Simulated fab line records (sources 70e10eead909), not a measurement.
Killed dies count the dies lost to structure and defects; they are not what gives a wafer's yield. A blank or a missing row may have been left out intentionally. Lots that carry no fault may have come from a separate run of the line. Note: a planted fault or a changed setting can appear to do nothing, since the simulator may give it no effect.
fab line records	flow nand_harc
record: lots: 12	wafers: 36	last_day: 34
route steps=1302 shown A_BLC@1122 A_M0@1145 END@1302
lots untouched by any fault: they come from a run of this same line in which no faults occurred
start_h: the number of hours between the record's first day and the start of the first shown wafer of the lot	wait_h: how many hours have passed since the lot's step before this one	" unchanged from the row above	L1.1+2: one row covering several wafers at once	- either no value or no given start	* or withheld: withheld	< > ~ a bound
route shown NAME@n: a module of which the file shows steps, and the number in the route of the first	usual: mean/standard deviation of fault-free wafers	same: alike in all rows	chamber/n: place in a boat	sites: readings site by site	_std_site: standard deviation across them	_edge_site: the outer-site mean with the inner-site mean subtracted	radius_mm: how far each site lies from the wafer's centre	mask NAME#n: copy n	behind: the most recent tool/chamber to have shaped the wafer	hold: reason for holding the lot/hours on hold/outcome of the hold	device: the transistor (n, p or np) that didn't switch	end of line: the tests these same wafers got at the end of their route	for a step that has no rows: nothing shown but its recipe	killed: dies that structure and defects cost at the first sort, which is not the same as the wafer's yield	map: the dies of a wafer, with x for killed, . for not killed, _ for no die there
set.NAME: the setting that was run; set.NAME@STEP: the one run at that earlier step	model.NAME: the simulator's own value behind a step, which no gauge read
a sample of lots followed through the steps of the route, with each step as a table and each wafer as a row
services: from which hour (start_h, from the record's first day; less than 0 if before it) a tool's chamber was out of use, for how many hours, and why
== steps ==
step: NHARC_A_BLC_ETCH_17
recipe: target_depth_a: 3900	over_etch_frac: 0.25	time_s: 609.38	ion_energy_ev: 200	n2_flow_sccm: 150	h2_flow_sccm: 150	ar_flow_sccm: 0	rf_w: 400	bias_w: 150	chemistry: N2/H2
usual: drypump_motor_current_A: 5.3/0.39	oes_product_au: 0.997/0.0095	rf_vpp_V: 429.9/2.9	showerhead_plenum_p_Torr: 2.02/0.1	throttle_valve_pct: 14.171/0.0091
lot.wafer	tool	chamber	start_h	wait_h	drypump_motor_current_A	oes_product_au	rf_hours_counter_h	rf_vpp_V	showerhead_plenum_p_Torr	throttle_valve_pct
L846.1	rie_diel-06	0	-	-	5.1	1.004	2	428.2	1.96	14.179
L846.2	"	2	"	"	5.6	1.003	3	430.2	2.03	14.168
L846.5	"	0	"	"	5.2	1.001	-	428.5	1.96	14.182
L848.3	rie_diel-06	1	-	-	5.4	0.994	6	424.9	1.88	14.173
L848.2	"	2	"	"	5.6	1.010	5	431.3	2.03	14.165
L848.5	"	2	"	"	5.6	1.017	-	429.7	2.03	14.180
L851.3	rie_diel-09	0	-	-	4.9	1.004	4	433.3	2.13	14.171
L851.2	"	1	"	"	5.5	0.982	3	429.3	1.95	14.174
L851.5	"	0	"	"	4.9	1.015	-	433.4	2.13	14.166
L852.3	rie_diel-09	2	-	-	4.6	0.982	4	434.1	2.17	14.179
L852.4	"	3	"	"	5.7	0.993	4	429.2	1.99	14.181
L852.2	"	0	"	"	5.0	1.003	4	433.2	2.13	14.163
L853.1	rie_diel-09	2	-	-	4.6	0.983	6	432.8	2.17	14.167
L853.2	"	0	"	"	5.0	1.008	6	432.6	2.13	14.180
L853.4	"	0	"	"	4.9	1.004	-	433.1	2.13	14.174
L857.2	rie_diel-09	0	-	-	5.0	1.001	8	432.6	2.13	14.170
L857.1	"	1	"	"	5.5	0.991	7	429.2	1.94	14.164
L857.5	"	3	"	"	5.7	0.994	-	429.7	1.99	14.174
L858.1	rie_diel-01	2	-	-	5.9	1.001	27	432.6	2.15	14.141
L858.3	"	3	"	"	5.1	0.995	24	427.2	1.99	14.182
L858.6	"	2	"	"	5.9	0.986	-	433.4	2.15	14.178
L860.2	rie_diel-09	1	-	-	5.5	0.982	8	425.8	1.94	14.155
L860.5	"	1	"	"	5.5	0.986	-	428.5	1.94	14.171
L860.6	"	2	"	"	4.6	0.988	-	434.8	2.17	14.170
L866.2	rie_diel-09	2	-	-	4.6	1.005	2	433.2	2.17	14.185
L866.6	"	0	"	"	4.9	0.998	-	432.8	2.13	14.178
L866.5	"	1	"	"	5.5	1.000	-	427.7	1.94	14.176
L865.1	rie_diel-09	0	-	-	4.9	1.002	3	433.8	2.13	14.182
L865.4	"	1	"	"	5.5	0.994	3	428.8	1.94	14.170
L865.5	"	2	"	"	4.6	0.990	-	434.5	2.17	14.167
L867.3	rie_diel-09	1	-	-	5.5	0.996	4	428.9	1.94	14.166
L867.4	"	2	"	"	4.6	0.991	4	432.9	2.17	14.162
L867.1	"	3	"	"	5.7	0.990	4	429.7	1.99	14.182
L868.1	rie_diel-09	0	-	-	5.0	1.001	5	433.4	2.13	14.172
L868.2	"	1	"	"	5.5	0.995	5	427.1	1.94	14.170
L868.5	"	1	"	"	5.5	0.994	-	428.0	1.94	14.170
step: NHARC_A_BLC_CMP_25
recipe: t_overpolish_s: 30	target_thk_nm: 150
usual: motor_current_A: 12.2/1.4	overpolish_run_s: 30.001/0.0092	time_to_endpoint_s: 29.9/2.5
lot.wafer	tool	chamber	start_h	wait_h	motor_current_A	overpolish_run_s	time_to_endpoint_s
L846.1	cmp-02	3	530.34	0.4	12.5	29.997	28.4
L846.2	"	1	"	"	12.5	30.001	28.2
L846.5	"	3	"	"	11.3	30.005	24.6
L848.3	cmp-01	2	549.47	0.3	10.9	29.996	28.7
L848.2	"	0	"	"	12.7	30.011	33.5
L848.5	"	2	"	"	10.2	30.004	29.3
L851.3	cmp-03	3	584.63	0.2	10.3	29.998	31.5
L851.2	"	0	"	"	10.7	29.988	28.4
L851.5	"	0	"	"	10.8	29.990	28.6
L852.2	cmp-01	0	588.36	0.4	12.7	30.002	36.3
L852.4	"	1	"	"	13.5	29.996	33.8
L852.3	"	2	"	"	10.5	29.999	32.4
L853.2	cmp-03	0	621.32	0.7	10.9	30.012	30.6
L853.4	"	2	"	"	11.2	30.000	30.6
L853.1	"	3	"	"	10.3	29.993	31.5
L857.1	cmp-01	2	641.34	0.5	10.5	30.011	30.8
L857.2	"	3	"	"	14.6	29.979	31.8
L857.5	"	0	"	"	12.8	30.002	36.1
L858.3	cmp-02	3	653.15	0.3	12.4	30.002	31.0
L858.1	"	0	"	"	13.3	30.004	30.9
L858.6	"	3	"	"	12.1	29.991	26.4
L860.2	cmp-02	3	665.44	0.5	11.5	30.000	29.4
L860.5	"	3	"	"	11.6	29.988	28.3
L860.6	"	0	"	"	12.9	29.996	31.1
L866.2	cmp-02	2	718.82	0.5	11.1	30.015	33.2
L866.5	"	3	"	"	11.5	30.014	31.9
L866.6	"	0	"	"	13.6	29.998	31.8
L865.1	cmp-01	3	725.57	0.5	14.8	30.019	29.2
L865.4	"	0	"	"	12.7	29.997	29.3
L865.5	"	3	"	"	15.1	30.011	28.9
L867.1	cmp-01	3	744.78	0.8	14.6	30.007	28.6
L867.3	"	0	"	"	13.0	30.008	28.9
L867.4	"	2	"	"	10.3	29.996	26.3
L868.1	cmp-01	3	763.41	0.5	15.0	29.999	31.4
L868.2	"	1	"	"	13.6	29.988	26.7
L868.5	"	0	"	"	12.6	30.007	27.2
step: NHARC_A_M0_PEB_07
recipe: peb_temp_c: 100	peb_time_s: 65
usual: exhaust_pa: 45.2/1
lot.wafer	tool	chamber	start_h	wait_h	exhaust_pa
L846.1	litho_track-04	0	531.57	0.1	43.6
L846.2	"	0	"	"	44.8
L846.5	"	0	"	"	45.4
L848.2	litho_track-04	0	550.69	0.1	45.8
L848.3	"	0	"	"	45.9
L848.5	"	0	"	"	45.2
L851.2	litho_track-06	0	585.86	0.1	45.1
L851.3	"	0	"	"	46.4
L851.5	"	0	"	"	45.9
L852.2	litho_track-06	0	589.59	0.1	45.2
L852.3	"	0	"	"	46.7
L852.4	"	0	"	"	47.4
L853.1	litho_track-01	0	622.42	0.1	45.5
L853.2	"	0	"	"	45.6
L853.4	"	0	"	"	45.1
L857.1	litho_track-04	0	642.39	0.1	45.4
L857.2	"	0	"	"	45.0
L857.5	"	0	"	"	45.7
L858.1	litho_track-06	0	654.25	0.1	44.6
L858.3	"	0	"	"	45.2
L858.6	"	0	"	"	44.8
L860.2	litho_track-04	0	666.66	0.1	44.9
L860.5	"	0	"	"	46.0
L860.6	"	0	"	"	46.1
L866.2	litho_track-06	0	720.13	0.1	44.3
L866.5	"	0	"	"	43.9
L866.6	"	0	"	"	42.9
L865.1	litho_track-04	0	726.67	0.1	46.1
L865.4	"	0	"	"	43.2
L865.5	"	0	"	"	44.4
L867.1	litho_track-04	0	746.26	0.1	46.4
L867.3	"	0	"	"	44.5
L867.4	"	0	"	"	46.8
L868.1	litho_track-01	0	764.63	0.1	43.7
L868.2	"	0	"	"	47.0
L868.5	"	0	"	"	44.9
step: NHARC_A_M0_CD_MEAS_09
recipe: target_cd_nm: 80	landing_energy_ev: 500
usual: cd_nm: 80.1/0.61
lot.wafer	tool	chamber	start_h	wait_h	cd_nm
L846.1	cd_sem-01	0	531.65	-	79.2
L846.2	"	0	"	"	79.6
L846.5	"	0	"	"	79.4
L848.2	cd_sem-03	0	550.77	-	80.4
L848.3	"	0	"	"	79.4
L848.5	"	0	"	"	79.9
L851.2	cd_sem-01	0	585.94	-	79.4
L851.3	"	0	"	"	80.2
L851.5	"	0	"	"	79.7
L852.2	cd_sem-02	0	589.67	-	81.0
L852.3	"	0	"	"	80.4
L852.4	"	0	"	"	81.1
L853.1	cd_sem-01	0	622.50	-	79.9
L853.2	"	0	"	"	79.2
L853.4	"	0	"	"	79.6
L857.1	cd_sem-03	0	642.47	-	93.3
L857.2	"	0	"	"	92.6
L857.5	"	0	"	"	94.0
L858.1	cd_sem-03	0	654.33	-	80.8
L858.3	"	0	"	"	79.2
L858.6	"	0	"	"	79.6
L860.2	cd_sem-01	0	666.74	-	94.8
L860.5	"	0	"	"	94.2
L860.6	"	0	"	"	94.1
L866.2	cd_sem-03	0	720.21	-	80.9
L866.5	"	0	"	"	80.9
L866.6	"	0	"	"	80.5
L865.1	cd_sem-02	0	726.75	-	79.1
L865.4	"	0	"	"	80.3
L865.5	"	0	"	"	79.0
L867.1	cd_sem-01	0	746.34	-	80.0
L867.3	"	0	"	"	79.2
L867.4	"	0	"	"	79.7
L868.1	cd_sem-01	0	764.71	-	82.1
L868.2	"	0	"	"	80.2
L868.5	"	0	"	"	81.6
step: NHARC_A_M0_ETCH_15
recipe: target_depth_a: 1500	overetch_a: 150	time_s: 82.5	c4f8_flow_sccm: withheld	ar_flow_sccm: 400	rf_w: 600	bias_w: 300	chemistry: C4F8/Ar
usual: oes_product_au: 0.948/0.023	rf_vpp_V: 441.0/2.2
lot.wafer	tool	chamber	start_h	wait_h	oes_product_au	rf_hours_counter_h	rf_vpp_V
L846.2	rie_diel-10	1	-	-	0.917	6.4	439.6
L846.1	"	0	"	"	0.923	6.1	439.8
L846.5	"	1	"	"	0.921	-	439.4
L848.2	rie_diel-11	2	-	-	0.936	5.9	440.2
L848.3	"	1	"	"	0.952	5.7	438.9
L848.5	"	3	"	"	0.957	-	441.1
L851.2	rie_diel-10	0	-	-	0.928	8.5	441.4
L851.3	"	3	"	"	0.927	8.6	442.8
L851.5	"	0	"	"	0.921	-	441.3
L852.3	rie_diel-11	0	-	-	0.933	8.1	444.2
L852.2	"	2	"	"	0.932	8.1	440.4
L852.4	"	3	"	"	0.937	8.3	440.4
L853.4	rie_diel-11	2	-	-	0.986	0.5	439.5
L853.2	"	3	"	"	0.983	0.3	440.2
L853.1	"	1	"	"	0.957	0.5	439.0
L857.1	rie_diel-10	3	-	-	0.982	2.7	444.1
L857.2	"	0	"	"	0.972	3.2	442.5
L857.5	"	2	"	"	0.951	-	440.1
L858.1	rie_diel-11	1	-	-	0.967	2.7	437.1
L858.3	"	2	"	"	0.976	2.5	440.0
L858.6	"	1	"	"	0.951	-	437.6
L860.2	rie_diel-12	0	-	-	0.977	2.2	444.9
L860.5	"	1	"	"	0.976	-	440.4
L860.6	"	2	"	"	0.991	-	444.0
L866.2	rie_diel-11	0	-	-	0.921	4.3	445.1
L866.6	"	2	"	"	0.917	-	440.5
L866.5	"	3	"	"	0.910	-	441.5
L865.1	rie_diel-12	3	-	-	0.962	6.0	440.9
L865.4	"	1	"	"	0.961	6.4	440.3
L865.5	"	2	"	"	0.983	-	444.1
L867.4	rie_diel-10	0	-	-	0.918	9.8	440.8
L867.3	"	1	"	"	0.926	9.0	437.5
L867.1	"	3	"	"	0.920	8.3	443.0
L868.2	rie_diel-10	3	-	-	0.975	9.9	442.4
L868.1	"	2	"	"	0.968	9.4	440.2
L868.5	"	0	"	"	0.956	-	441.9
step: NHARC_END_SORT_01
recipe: temp_c: 25
usual: defect_limited_yield: 91/3.5	killed_at_array: 59/24	killed_at_other: 0.7/1.2	killed_at_periphery: 3.5/2.6	killed_dies: 63/24	killed_open: 3.2/2.1	killed_short: 2.4/1.5
same: gross_dies: 677
lot.wafer	tool	chamber	start_h	wait_h	defect_limited_yield[%]	killed_at_array	killed_at_other	killed_at_periphery	killed_dies	killed_open	killed_short
L846.1	prober-02	0	570.48	2.5	89	59	3	15	77	7	5
L846.2	prober-02	0	571.29	2.8	91	54	2	8	64	2	3
L846.5	prober-02	0	573.71	3.7	91	53	0	11	64	3	1
L848.2	prober-02	0	593.06	2.8	86	93	0	3	96	4	2
L848.3	prober-02	0	593.88	3.1	83	115	0	0	115	5	0
L848.5	prober-02	0	595.51	3.8	83	113	1	3	117	4	1
L851.2	prober-01	0	625.23	2.8	86	95	2	1	98	2	3
L851.3	prober-01	0	626.03	3.1	83	112	0	2	114	1	5
L851.5	prober-01	0	627.62	3.7	83	108	6	1	115	3	0
L852.2	prober-01	0	632.95	2.8	91	56	1	1	58	3	2
L852.3	prober-01	0	633.75	3.1	92	51	1	2	54	2	2
L852.4	prober-01	0	634.55	3.4	92	56	0	0	56	1	2
L853.1	prober-02	0	660.89	2.5	88	74	0	4	78	4	9
L853.2	prober-02	0	661.70	2.8	87	80	0	7	87	5	3
L853.4	prober-02	0	663.31	3.4	87	82	1	6	89	3	4
L857.1	prober-01	0	681.43	2.5	87	85	0	3	88	2	3
L857.2	prober-01	0	682.24	2.8	88	76	0	2	78	1	2
L857.5	prober-01	0	684.67	3.7	87	81	0	4	85	1	3
L858.1	prober-02	0	693.00	2.5	95	30	2	1	33	1	2
L858.3	prober-02	0	694.62	3.1	96	30	0	0	30	2	3
L858.6	prober-02	0	697.06	4.1	95	27	0	6	33	3	5
L860.2	prober-01	0	708.65	2.8	91	53	0	5	58	2	3
L860.5	prober-01	0	711.08	3.7	92	52	1	4	57	5	3
L860.6	prober-01	0	711.88	4.0	92	46	2	7	55	4	3
L865.1	prober-02	0	774.40	2.5	89	67	0	5	72	8	3
L865.4	prober-02	0	776.81	3.4	88	76	0	6	82	4	0
L865.5	prober-02	0	777.62	3.7	91	57	0	3	60	1	0
L866.2	prober-01	0	775.17	2.8	97	15	0	4	19	0	2
L866.5	prober-01	0	777.61	3.7	97	18	0	1	19	3	0
L866.6	prober-01	0	778.42	4.1	96	23	0	2	25	3	2
L867.1	prober-01	0	790.12	2.6	90	68	0	1	69	3	0
L867.3	prober-01	0	791.70	3.1	89	68	1	3	72	2	2
L867.4	prober-01	0	792.50	3.4	88	74	2	6	82	1	1
L868.1	prober-02	0	803.54	2.5	91	54	2	2	58	1	3
L868.2	prober-02	0	804.35	2.8	94	41	1	2	44	1	3
L868.5	prober-02	0	806.77	3.7	93	46	0	2	48	3	3
killed by level:class
L846.1 A_CHANNEL_HOLE_D1:chamber_film_flake=32 A_CHANNEL_HOLE_D2:chamber_film_flake=11 P_CONTACT:chamber_film_flake=6 P_GATE:chamber_film_flake=3 A_SGD_CUT:chamber_film_flake=3 A_WL_FILL:chamber_film_flake=3 P_ZERO_WELL:chamber_film_flake=2 P_STI:chamber_film_flake=2
L846.2 A_CHANNEL_HOLE_D1:chamber_film_flake=30 A_CHANNEL_HOLE_D2:chamber_film_flake=8 P_CONTACT:chamber_film_flake=4 A_CONTACT:chamber_film_flake=4 P_GATE:chamber_film_flake=3 A_STAIRCASE:chamber_film_flake=3 A_SOURCE_PLATE:geometric_particle:short=2 A_CONTACT:unspecified=2
L846.5 A_CHANNEL_HOLE_D1:chamber_film_flake=33 A_CHANNEL_HOLE_D2:chamber_film_flake=6 A_WL_FILL:chamber_film_flake=6 P_CONTACT:chamber_film_flake=5 P_GATE:chamber_film_flake=4 A_CHANNEL_FILL_D2:geometric_particle:open=2 A_CONTACT:unspecified=2 A_CHANNEL_FILL_D1:geometric_particle:short=1
L848.2 A_CHANNEL_HOLE_D2:chamber_film_flake=28 A_CHANNEL_HOLE_D1:chamber_film_flake=25 A_SLIT:chamber_film_flake=21 A_CONTACT:chamber_film_flake=5 A_STAIRCASE:chamber_film_flake=4 A_BONDPAD:chamber_film_flake=4 A_CHANNEL_FILL_D1:geometric_particle:open=2 P_M2:geometric_particle:short=1
L848.3 A_CHANNEL_HOLE_D2:chamber_film_flake=36 A_CHANNEL_HOLE_D1:chamber_film_flake=33 A_SLIT:chamber_film_flake=29 A_CONTACT:chamber_film_flake=6 A_CHANNEL_FILL_D2:geometric_particle:open=2 A_ZERO_WELL:chamber_film_flake=2 A_STAIRCASE:chamber_film_flake=2 A_ONON_D2:geometric_particle:open=1
L848.5 A_CHANNEL_HOLE_D2:chamber_film_flake=40 A_CHANNEL_HOLE_D1:chamber_film_flake=35 A_SLIT:chamber_film_flake=24 A_CONTACT:chamber_film_flake=8 P_M1:chamber_film_flake=2 A_STAIRCASE:chamber_film_flake=2 P_M0:geometric_particle:open=1 A_CHANNEL_FILL_D2:geometric_particle:open=1
L851.2 A_CHANNEL_HOLE_D1:chamber_film_flake=33 A_CHANNEL_HOLE_D2:chamber_film_flake=27 A_SLIT:chamber_film_flake=23 A_CONTACT:chamber_film_flake=4 A_CHANNEL_FILL_D2:geometric_particle:short=2 A_BONDPAD:chamber_film_flake=2 THIN_TSV:chamber_film_flake=2 A_SOURCE_PLATE:geometric_particle:open=1
L851.3 A_CHANNEL_HOLE_D2:chamber_film_flake=37 A_SLIT:chamber_film_flake=31 A_CHANNEL_HOLE_D1:chamber_film_flake=30 A_ONON_D1:geometric_particle:short=3 A_M1:chamber_film_flake=3 A_BONDPAD:chamber_film_flake=2 P_CONTACT:geometric_particle:open=1 P_M0:geometric_particle:short=1
L851.5 A_CHANNEL_HOLE_D2:chamber_film_flake=41 A_SLIT:chamber_film_flake=29 A_CHANNEL_HOLE_D1:chamber_film_flake=28 THIN_TSV:chamber_film_flake=6 A_ZERO_WELL:chamber_film_flake=4 A_STAIRCASE:chamber_film_flake=2 P_STI:geometric_particle:open=1 A_ONON_D2:geometric_particle:open=1
L852.2 A_SLIT:chamber_film_flake=22 A_CHANNEL_HOLE_D2:chamber_film_flake=14 A_CHANNEL_HOLE_D1:chamber_film_flake=4 A_STAIRCASE:chamber_film_flake=3 A_CHANNEL_FILL_D1:chamber_film_flake=3 A_CONTACT:chamber_film_flake=3 A_CHANNEL_FILL_D2:chamber_film_flake=2 P_GATE:geometric_particle:open=1
L852.3 A_SLIT:chamber_film_flake=28 A_CONTACT:chamber_film_flake=7 A_CHANNEL_HOLE_D2:chamber_film_flake=6 A_CHANNEL_HOLE_D1:chamber_film_flake=2 A_CHANNEL_FILL_D2:chamber_film_flake=2 A_STAIRCASE:chamber_film_flake=2 A_WL_FILL:chamber_film_flake=2 P_CONTACT:geometric_particle:open=1
L852.4 A_SLIT:chamber_film_flake=30 A_CHANNEL_HOLE_D2:chamber_film_flake=11 A_CHANNEL_HOLE_D1:chamber_film_flake=5 A_CONTACT:chamber_film_flake=3 A_CHANNEL_HOLE_D2:geometric_particle:open=1 A_SGD_CUT:geometric_particle:short=1 A_M0:geometric_particle:short=1 A_CHANNEL_FILL_D1:chamber_film_flake=1
L853.1 A_CHANNEL_HOLE_D1:chamber_film_flake=27 A_SLIT:chamber_film_flake=25 A_CHANNEL_HOLE_D2:chamber_film_flake=7 A_ONON_D2:geometric_particle:short=3 A_DECK1_JOINT:geometric_particle:short=2 P_CONTACT:geometric_particle:short=1 A_CHANNEL_FILL_D1:geometric_particle:short=1 A_DECK1_JOINT:geometric_particle:open=1
L853.2 A_CHANNEL_HOLE_D1:chamber_film_flake=32 A_SLIT:chamber_film_flake=31 A_CHANNEL_HOLE_D2:chamber_film_flake=7 A_ONON_D2:geometric_particle:short=2 P_CONTACT:chamber_film_flake=2 P_GATE:geometric_particle:open=1 P_GATE:geometric_particle:short=1 P_CONTACT:geometric_particle:open=1
L853.4 A_CHANNEL_HOLE_D1:chamber_film_flake=39 A_SLIT:chamber_film_flake=21 A_CHANNEL_HOLE_D2:chamber_film_flake=9 A_CONTACT:chamber_film_flake=3 A_CHANNEL_HOLE_D1:geometric_particle:short=3 P_ZERO_WELL:chamber_film_flake=2 P_CONTACT:chamber_film_flake=2 P_M0:geometric_particle:short=1
L857.1 A_SLIT:chamber_film_flake=32 A_CHANNEL_HOLE_D1:chamber_film_flake=23 A_CHANNEL_HOLE_D2:chamber_film_flake=13 A_CONTACT:chamber_film_flake=6 A_CHANNEL_FILL_D1:chamber_film_flake=2 A_CHANNEL_FILL_D2:chamber_film_flake=2 A_WL_FILL:chamber_film_flake=2 P_M0:geometric_particle:open=1
L857.2 A_CHANNEL_HOLE_D1:chamber_film_flake=28 A_SLIT:chamber_film_flake=17 A_CHANNEL_HOLE_D2:chamber_film_flake=15 A_CONTACT:chamber_film_flake=5 A_DECK1_JOINT:chamber_film_flake=3 A_WL_FILL:chamber_film_flake=3 P_STI:chamber_film_flake=2 A_DECK1_JOINT:geometric_particle:short=1
L857.5 A_CHANNEL_HOLE_D1:chamber_film_flake=32 A_SLIT:chamber_film_flake=29 A_CHANNEL_HOLE_D2:chamber_film_flake=12 P_STI:chamber_film_flake=3 A_CHANNEL_FILL_D2:chamber_film_flake=2 P_CONTACT:geometric_particle:short=1 A_STAIRCASE:chamber_film_flake=1 A_ONON_D1:geometric_particle:open=1
L858.1 A_CHANNEL_HOLE_D1:chamber_film_flake=12 A_CONTACT:chamber_film_flake=6 A_CHANNEL_FILL_D1:chamber_film_flake=2 A_CHANNEL_FILL_D2:chamber_film_flake=2 A_STAIRCASE:chamber_film_flake=2 A_SLIT:chamber_film_flake=2 A_ONON_D1:geometric_particle:short=1 A_SGD_CUT:geometric_particle:short=1
L858.3 A_CHANNEL_HOLE_D1:chamber_film_flake=11 A_SLIT:chamber_film_flake=4 A_CONTACT:chamber_film_flake=4 A_M0:geometric_particle:short=2 A_STAIRCASE:chamber_film_flake=2 A_SOURCE_PLATE:geometric_particle:open=1 A_ONON_D1:geometric_particle:short=1 A_ONON_D1:geometric_particle:open=1
L858.6 A_CHANNEL_HOLE_D1:chamber_film_flake=12 A_DECK1_JOINT:geometric_particle:short=3 A_CONTACT:chamber_film_flake=3 P_ZERO_WELL:chamber_film_flake=2 P_STI:chamber_film_flake=2 A_STAIRCASE:chamber_film_flake=2 P_GATE:geometric_particle:open=1 A_ONON_D1:geometric_particle:open=1
L860.2 A_CHANNEL_HOLE_D2:chamber_film_flake=19 A_CHANNEL_HOLE_D1:chamber_film_flake=11 A_CONTACT:chamber_film_flake=10 P_GATE:chamber_film_flake=4 A_SLIT:chamber_film_flake=4 A_DECK1_JOINT:chamber_film_flake=2 P_M1:geometric_particle:short=1 A_ONON_D1:geometric_particle:short=1
L860.5 A_CHANNEL_HOLE_D2:chamber_film_flake=25 A_CONTACT:chamber_film_flake=12 A_CHANNEL_HOLE_D1:chamber_film_flake=6 P_GATE:geometric_particle:short=1 A_SOURCE_PLATE:geometric_particle:open=1 A_CHANNEL_HOLE_D1:geometric_particle:short=1 A_CHANNEL_FILL_D1:geometric_particle:open=1 A_DECK1_JOINT:geometric_particle:open=1
L860.6 A_CHANNEL_HOLE_D2:chamber_film_flake=17 A_CONTACT:chamber_film_flake=13 A_SLIT:chamber_film_flake=5 A_CHANNEL_HOLE_D1:chamber_film_flake=3 A_CHANNEL_HOLE_D1:geometric_particle:open=2 P_STI:chamber_film_flake=2 A_STAIRCASE:chamber_film_flake=2 HYBRID_BOND:chamber_film_flake=2
L865.1 A_SLIT:chamber_film_flake=23 A_CHANNEL_HOLE_D1:chamber_film_flake=17 A_CHANNEL_HOLE_D2:chamber_film_flake=13 A_STAIRCASE:chamber_film_flake=3 P_CONTACT:geometric_particle:open=2 A_M0:geometric_particle:open=2 A_CONTACT:chamber_film_flake=2 P_CONTACT:geometric_particle:short=1
L866.2 A_SLIT:chamber_film_flake=5 A_CHANNEL_HOLE_D1:unspecified=3 A_CONTACT:chamber_film_flake=3 P_CONTACT:geometric_particle:short=1 A_SGD_CUT:geometric_particle:short=1 P_STI:chamber_film_flake=1 P_CONTACT:chamber_film_flake=1 P_M1:chamber_film_flake=1
L865.4 A_SLIT:chamber_film_flake=26 A_CHANNEL_HOLE_D2:chamber_film_flake=22 A_STAIRCASE:chamber_film_flake=10 A_CHANNEL_HOLE_D1:chamber_film_flake=8 A_BONDPAD:chamber_film_flake=3 A_CHANNEL_FILL_D2:geometric_particle:open=2 P_STI:chamber_film_flake=2 P_M0:chamber_film_flake=2
L866.5 A_SLIT:chamber_film_flake=3 A_CHANNEL_HOLE_D1:chamber_film_flake=2 A_STAIRCASE:chamber_film_flake=2 A_CONTACT:chamber_film_flake=2 A_M1:chamber_film_flake=2 A_SOURCE_PLATE:geometric_particle:open=1 A_ONON_D2:geometric_particle:open=1 A_CHANNEL_HOLE_D2:geometric_particle:open=1
L865.5 A_SLIT:chamber_film_flake=23 A_CHANNEL_HOLE_D2:chamber_film_flake=14 A_CHANNEL_HOLE_D1:chamber_film_flake=9 A_STAIRCASE:chamber_film_flake=6 A_CONTACT:chamber_film_flake=2 A_CHANNEL_FILL_D2:geometric_particle:open=1 P_ZERO_WELL:chamber_film_flake=1 P_STI:chamber_film_flake=1
L866.6 A_SLIT:chamber_film_flake=9 A_CONTACT:chamber_film_flake=3 P_STI:chamber_film_flake=2 A_ZERO_WELL:chamber_film_flake=2 A_CHANNEL_HOLE_D2:chamber_film_flake=2 A_M1:chamber_film_flake=2 A_CHANNEL_FILL_D1:geometric_particle:short=1 A_CHANNEL_FILL_D2:geometric_particle:open=1
L867.1 A_SLIT:chamber_film_flake=27 A_CHANNEL_HOLE_D1:chamber_film_flake=16 A_CHANNEL_HOLE_D2:chamber_film_flake=14 A_CONTACT:chamber_film_flake=3 A_DECK1_JOINT:chamber_film_flake=2 A_CHANNEL_FILL_D2:chamber_film_flake=2 A_DECK1_JOINT:geometric_particle:open=1 A_WL_FILL:geometric_particle:open=1
L867.3 A_SLIT:chamber_film_flake=27 A_CHANNEL_HOLE_D2:chamber_film_flake=24 A_CHANNEL_HOLE_D1:chamber_film_flake=11 A_CONTACT:chamber_film_flake=3 P_STI:chamber_film_flake=2 P_M0:geometric_particle:short=1 A_WL_FILL:geometric_particle:short=1 A_WL_FILL:geometric_particle:open=1
L867.4 A_SLIT:chamber_film_flake=37 A_CHANNEL_HOLE_D2:chamber_film_flake=23 A_CHANNEL_HOLE_D1:chamber_film_flake=8 P_STI:chamber_film_flake=4 A_CONTACT:chamber_film_flake=2 THIN_TSV:chamber_film_flake=2 P_M0:geometric_particle:short=1 A_WL_FILL:geometric_particle:open=1
L868.1 A_CHANNEL_HOLE_D2:chamber_film_flake=28 A_SLIT:chamber_film_flake=13 A_CHANNEL_FILL_D1:chamber_film_flake=4 A_SGD_CUT:chamber_film_flake=3 P_STI:chamber_film_flake=2 THIN_TSV:chamber_film_flake=2 A_DECK1_JOINT:geometric_particle:short=1 A_ONON_D2:geometric_particle:short=1
L868.2 A_CHANNEL_HOLE_D2:chamber_film_flake=22 A_SLIT:chamber_film_flake=7 A_SGD_CUT:chamber_film_flake=3 A_STAIRCASE:chamber_film_flake=2 P_CONTACT:geometric_particle:short=1 A_CHANNEL_HOLE_D1:geometric_particle:short=1 A_CHANNEL_FILL_D2:geometric_particle:open=1 A_M0:geometric_particle:short=1
L868.5 A_CHANNEL_HOLE_D2:chamber_film_flake=27 A_SLIT:chamber_film_flake=6 A_CHANNEL_FILL_D2:chamber_film_flake=3 A_CHANNEL_HOLE_D1:chamber_film_flake=2 P_CONTACT:geometric_particle:short=1 A_DECK1_JOINT:geometric_particle:open=1 A_WL_FILL:geometric_particle:short=1 A_WL_FILL:geometric_particle:open=1
== services ==
tool	chamber	start_h	hours	kind
rie_diel-09	1	515.21	2.1	repair
rie_diel-10	2	522.42	2.6	repair
litho_track-04	-	553.00	7.0	pm
rie_diel-09	1	561.67	5.5	repair
cmp-01	-	577.59	4.0	pm
rie_diel-09	-	591.66	0.4	repair
rie_diel-10	-	596.54	9.0	pm
rie_diel-09	3	604.89	21.3	repair
rie_diel-11	1	606.28	1.9	repair
rie_diel-11	-	609.50	9.0	pm
cmp-01	-	631.02	3.9	repair
rie_diel-09	1	631.41	3.5	repair
rie_diel-10	0	636.92	3.0	repair
rie_diel-09	3	650.43	4.0	repair
cmp-01	-	664.22	1.6	repair
rie_diel-09	-	674.10	9.0	pm
cmp-01	-	675.59	4.0	pm
rie_diel-11	0	680.00	9.6	repair
cmp-01	-	698.99	1.7	repair
rie_diel-09	-	701.47	0.4	repair
rie_diel-09	3	704.60	5.7	repair
litho_track-04	-	728.00	7.0	pm
rie_diel-11	-	738.50	0.1	repair
rie_diel-09	2	751.74	38.9	repair
== key ==
first_sign: step: NHARC_A_M0_CD_MEAS_09	reading: cd_nm	direction: up	sigmas: 23	usual: 80.1	struck: 93.8
effect none on later readings
met_at NHARC_A_M0_PEB_07
struck_lots L857,L860
not_acting_at NHARC_A_BLC_ETCH_17,NHARC_A_BLC_CMP_25,NHARC_A_M0_ETCH_15
onset_between 550.69 642.39
fault: kind: process_parameter_drift	tool: litho_track-04	chamber: -	onset_h: 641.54	steps: NHARC_A_M0_PEB_07	channel: peb_time_s	offset: *	shape: step	end_h: 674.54	acts_in: *	stated: *
